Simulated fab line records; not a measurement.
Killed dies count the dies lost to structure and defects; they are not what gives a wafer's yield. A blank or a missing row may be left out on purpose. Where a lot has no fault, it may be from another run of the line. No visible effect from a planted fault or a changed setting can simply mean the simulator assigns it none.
Matching of chambers -- flow nand harc -- ald metal-01 running NHARC_P_CONTACT_ALD_22: 4 sister chambers
The step deposits TiN, target thk 3 nm, pulse time 1 s, ald cycles 150. 18 wafers are shown with their chamber, then 9 later ones without.

EACH WAFER AND ITS CHAMBER
wafer,chamber,heater power w (W),heater power outer w (W),precursor pulse height rel
L074.3,0,1274,807,0.996
L074.5,0,1208,840,1.017
L074.6,1,887,554,0.960
L075.2,0,1260,835,1.013
L075.5,0,1256,831,1.014
L075.6,1,879,579,1.002
L078.1,2,1205,800,1.011
L078.4,3,1162,708,1.031
L078.6,0,1261,826,1.003
L081.1,3,1074,655,1.012
L081.3,0,1277,861,0.989
L081.6,3,1062,651,0.996
L083.2,1,886,572,0.994
L083.4,0,1296,855,1.010
L083.5,2,1154,750,1.002
L086.2,3,1073,651,1.024
L086.4,0,1260,891,0.981
L086.5,3,1056,657,0.997

SIGNATURES (averages over the wafers above)
reading,chamber 0,chamber 1,chamber 2,chamber 3,scatter within a chamber
heater power w,1261.50,884.00,1179.50,1085.40,30.9
heater power outer w,843.25,568.33,775.00,664.40,24.7
precursor pulse height rel,1.00287,0.98533,1.00650,1.01200,0.0152
Rule: a wafer lies at a distance from a chamber equal to the root of the sum of squares, over the readings, of (its reading less the chamber's mean, divided by the reading's scatter). If the next closest chamber is less than 2 further off than the closest, the wafer can't be placed; otherwise it belongs to the closest. The scatter: the root of (the sum of the squares of (reading less its chamber's mean) over the shown wafers, divided by (wafers less chambers)).

WAFERS WITH NO CHAMBER GIVEN
wafer,heater power w (W),heater power outer w (W),precursor pulse height rel
L089.1,1073,664,1.004
L089.2,1282,863,1.030
L089.5,1251,861,0.981
L091.1,1140,762,1.020
L091.3,1077,666,0.984
L091.5,892,563,1.000
L095.1,899,567,0.977
L095.4,1088,655,0.984
L095.5,1169,768,0.959

WHICH CHAMBER EACH ONE RAN IN
wafer,from the rows above,in truth
L089.1,3,3
L089.2,0,0
L089.5,0,0
L091.1,2,2
L091.3,3,3
L091.5,1,1
L095.1,1,1
L095.4,3,3
L095.5,can't be placed: 2 or 0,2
Correctly placed: 8 of 9. Cannot be placed on the basis of these rows: 1; the candidates contain the true chamber in 1. 0 placed wrongly.
